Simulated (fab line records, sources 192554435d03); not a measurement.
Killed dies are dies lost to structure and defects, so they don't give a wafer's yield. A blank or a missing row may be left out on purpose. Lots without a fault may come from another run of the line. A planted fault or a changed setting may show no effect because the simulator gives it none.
Chamber matching | flow n5_finfet | N5_HKMG_FIN_ALD_91 on ald_metal-04: 4 sister chambers
The step deposits TiN, target thk 1 nm, pulse time 1 s, purge time 3 s. 20 wafers are shown with their chamber, then 10 later ones without.

WAFERS WITH THEIR CHAMBER
wafer  | chamber | heater_power_w (W) | precursor_pulse_height_rel
L074.1 | 3       | 963                | 1.040
L074.2 | 2       | 897                | 1.009
L074.3 | 0       | 996                | 1.011
L074.4 | 1       | 787                | 1.008
L074.5 | 1       | 782                | 1.032
L074.6 | 2       | 896                | 1.007
L075.1 | 3       | 941                | 1.007
L075.3 | 2       | 904                | 1.008
L075.5 | 1       | 803                | 0.969
L077.1 | 3       | 984                | 1.025
L077.3 | 0       | 984                | 0.987
L077.5 | 2       | 906                | 1.004
L081.1 | 3       | 946                | 0.993
L081.3 | 2       | 890                | 0.986
L081.5 | 3       | 980                | 1.017
L083.2 | 3       | 961                | 1.017
L083.3 | 1       | 798                | 1.013
L083.6 | 0       | 1022               | 1.037
L090.1 | 3       | 979                | 0.995
L090.5 | 1       | 781                | 0.980

SIGNATURES (means of the wafers above)
reading                    | chamber 0 | chamber 1 | chamber 2 | chamber 3 | scatter within a chamber
heater_power_w             | 1000.67   | 790.20    | 898.60    | 964.86    | 13.8
precursor_pulse_height_rel | 1.01167   | 1.00040   | 1.00280   | 1.01343   | 0.0192
Rule: a wafer's distance from a chamber is the root of the sum, over the readings, of the square of ((its reading less the chamber's mean) divided by the reading's scatter). The wafer belongs to the nearest chamber; if the next one is less than 2 further off, it can't be placed. The scatter: the root of (the sum of the squares of (reading less its chamber's mean) over the shown wafers, divided by (wafers less chambers)).

WAFERS WITHOUT THEIR CHAMBER
wafer  | heater_power_w (W) | precursor_pulse_height_rel
L090.6 | 896                | 1.031
L091.1 | 904                | 0.996
L091.3 | 971                | 0.958
L091.6 | 790                | 0.980
L094.2 | 891                | 1.014
L094.5 | 987                | 1.000
L094.6 | 786                | 1.021
L096.4 | 985                | 0.971
L096.5 | 984                | 0.990
L096.6 | 965                | 0.999

WHICH CHAMBER EACH WENT THROUGH
wafer  | from the rows above     | in truth
L090.6 | 2                       | 2
L091.1 | 2                       | 2
L091.3 | can't be placed: 3 or 0 | 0
L091.6 | 1                       | 1
L094.2 | 2                       | 2
L094.5 | can't be placed: 0 or 3 | 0
L094.6 | 1                       | 1
L096.4 | can't be placed: 0 or 3 | 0
L096.5 | can't be placed: 0 or 3 | 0
L096.6 | can't be placed: 3 or 0 | 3
Placed correctly: 5 of 10. Can't be placed from these rows: 5 (the true chamber is among the candidates in 5). Placed wrongly: 0.
